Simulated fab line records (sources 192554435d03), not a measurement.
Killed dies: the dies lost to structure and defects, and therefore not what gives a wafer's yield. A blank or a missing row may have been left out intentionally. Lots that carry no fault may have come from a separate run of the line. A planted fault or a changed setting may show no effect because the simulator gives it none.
What tool caused it? / flow n5Finfet / Sampling: 8 lots, 24 wafers, 5 of 1938 route steps

WHAT THE GAUGES SHOWED, per wafer
N5_HKMG_FIN_THK_MEAS_70: measures by xrf.
lot=L262; measured=day 4 17:11; on=filmMetro-01; HK_THK (nm)=1.627 1.617 1.623
lot=L266; measured=day 5 18:59; on=filmMetro-01; HK_THK (nm)=1.624 1.635 1.623
lot=L267; measured=day 5 21:02; on=filmMetro-02; HK_THK (nm)=1.574 1.597 1.573
lot=L268; measured=day 6 04:08; on=filmMetro-02; HK_THK (nm)=1.598 1.586 1.588
lot=L270; measured=day 6 14:41; on=filmMetro-02; HK_THK (nm)=1.594 1.613 1.587
lot=L272; measured=day 7 03:37; on=filmMetro-02; HK_THK (nm)=1.614 1.591 1.584
lot=L278; measured=day 8 16:33; on=filmMetro-01; HK_THK (nm)=1.115 1.127 1.618
lot=L281; measured=day 9 10:23; on=filmMetro-01; HK_THK (nm)=1.610 1.631 1.627

TOOL THAT RAN EACH LOT (tool first, then ch and the chambers of the sampled wafers, then the start)
lot=L262; N5_SDB_ALD_29=aldSin-02 ch 0,2,3, day 4 09:28; N5_DUMMY_REMOVAL_HM_STRIP_01=rieDiel-06 ch 1,2,3, day 4 12:43; N5_HKMG_FIN_HK_ALD_01=aldHk-02 ch 0,1,3, day 4 13:16; N5_HKMG_FIN_HK_ANNEAL_02=rtpAnneal-01 ch 0, day 4 13:32
lot=L266; N5_SDB_ALD_29=aldSin-01 ch 0,1,3, day 5 11:29; N5_DUMMY_REMOVAL_HM_STRIP_01=rieDiel-01 ch 0,2, day 5 14:37; N5_HKMG_FIN_HK_ALD_01=aldHk-02 ch 1,2,3, day 5 15:10; N5_HKMG_FIN_HK_ANNEAL_02=rtpAnneal-02 ch 0, day 5 15:35
lot=L267; N5_SDB_ALD_29=aldSin-03 ch 2,3, day 5 13:55; N5_DUMMY_REMOVAL_HM_STRIP_01=rieDiel-01 ch 0,2,3, day 5 17:00; N5_HKMG_FIN_HK_ALD_01=aldHk-01 ch 0,2, day 5 17:33; N5_HKMG_FIN_HK_ANNEAL_02=rtpAnneal-01 ch 0, day 5 17:46
lot=L268; N5_SDB_ALD_29=aldSin-02 ch 1,2,3, day 5 21:02; N5_DUMMY_REMOVAL_HM_STRIP_01=rieDiel-06 ch 0,1,2, day 6 00:07; N5_HKMG_FIN_HK_ALD_01=aldHk-01 ch 2,3, day 6 00:41; N5_HKMG_FIN_HK_ANNEAL_02=rtpAnneal-02 ch 0, day 6 00:55
lot=L270; N5_SDB_ALD_29=aldSin-03 ch 0,1, day 6 07:13; N5_DUMMY_REMOVAL_HM_STRIP_01=rieDiel-06 ch 0,1,2, day 6 10:18; N5_HKMG_FIN_HK_ALD_01=aldHk-01 ch 2,3, day 6 10:55; N5_HKMG_FIN_HK_ANNEAL_02=rtpAnneal-01 ch 0, day 6 11:17
lot=L272; N5_SDB_ALD_29=aldSin-02 ch 0,1,2, day 6 20:32; N5_DUMMY_REMOVAL_HM_STRIP_01=rieDiel-06 ch 1,2,3, day 6 23:37; N5_HKMG_FIN_HK_ALD_01=aldHk-03 ch 1,2,3, day 7 00:10; N5_HKMG_FIN_HK_ANNEAL_02=rtpAnneal-01 ch 0, day 7 00:22
lot=L278; N5_SDB_ALD_29=aldSin-01 ch 0,1,3, day 8 09:02; N5_DUMMY_REMOVAL_HM_STRIP_01=rieDiel-05 ch 0,1,3, day 8 12:08; N5_HKMG_FIN_HK_ALD_01=aldHk-02 ch 0,3, day 8 12:41; N5_HKMG_FIN_HK_ANNEAL_02=rtpAnneal-02 ch 0, day 8 12:52
lot=L281; N5_SDB_ALD_29=aldSin-02 ch 0,1, day 9 03:12; N5_DUMMY_REMOVAL_HM_STRIP_01=rieDiel-06 ch 0,2, day 9 06:21; N5_HKMG_FIN_HK_ALD_01=aldHk-01 ch 1,3, day 9 06:55; N5_HKMG_FIN_HK_ANNEAL_02=rtpAnneal-02 ch 0, day 9 07:05
- N5_SDB_ALD_29: deposits SiNx, target thk 30 nm, pulse time 1 s, ald cycles 600.
- N5_DUMMY_REMOVAL_HM_STRIP_01: strips SiNx in CH3F/O2, stops on poly-Si, target depth 4 nm, time 6.8 s.
- N5_HKMG_FIN_HK_ALD_01: deposits HfO2, target thk 1.6 nm, pulse time 3 s, purge time 3 s.
- N5_HKMG_FIN_HK_ANNEAL_02: time 30 s.

THE ANSWER, worked out from the rows above alone
Rule: what is usual is taken from the lots themselves. The widest of any qualifying gaps counts: lots, ordered by their means at a reading, are off when they make up no more than a third of the lots, leave a main group of 4 or more, and stand apart from it by 3 or more times the standard deviation of that group's means. A main group whose means are all the same, to the digits that the tables above print for the reading, isn't used. A lot without any number at a reading at which 4 lots or more have one is off too. The other lots that the step has rows for count as sound.
Off: L278, at N5_HKMG_FIN_THK_MEAS_70 (HK_THK). The main group has a mean of 1.606 nm with a standard deviation of 0.017.
A tool fits if, at a process step before that reading, it ran every lot that is off, and no sound lot after the first of them. The gauges at N5_HKMG_FIN_THK_MEAS_70 are tried like those tools. Can't be told from this: 3 tools fit, aldSin-01 at N5_SDB_ALD_29, rieDiel-05 at N5_DUMMY_REMOVAL_HM_STRIP_01, aldHk-02 at N5_HKMG_FIN_HK_ALD_01.

WHAT THE SIMULATOR HAD PUT IN
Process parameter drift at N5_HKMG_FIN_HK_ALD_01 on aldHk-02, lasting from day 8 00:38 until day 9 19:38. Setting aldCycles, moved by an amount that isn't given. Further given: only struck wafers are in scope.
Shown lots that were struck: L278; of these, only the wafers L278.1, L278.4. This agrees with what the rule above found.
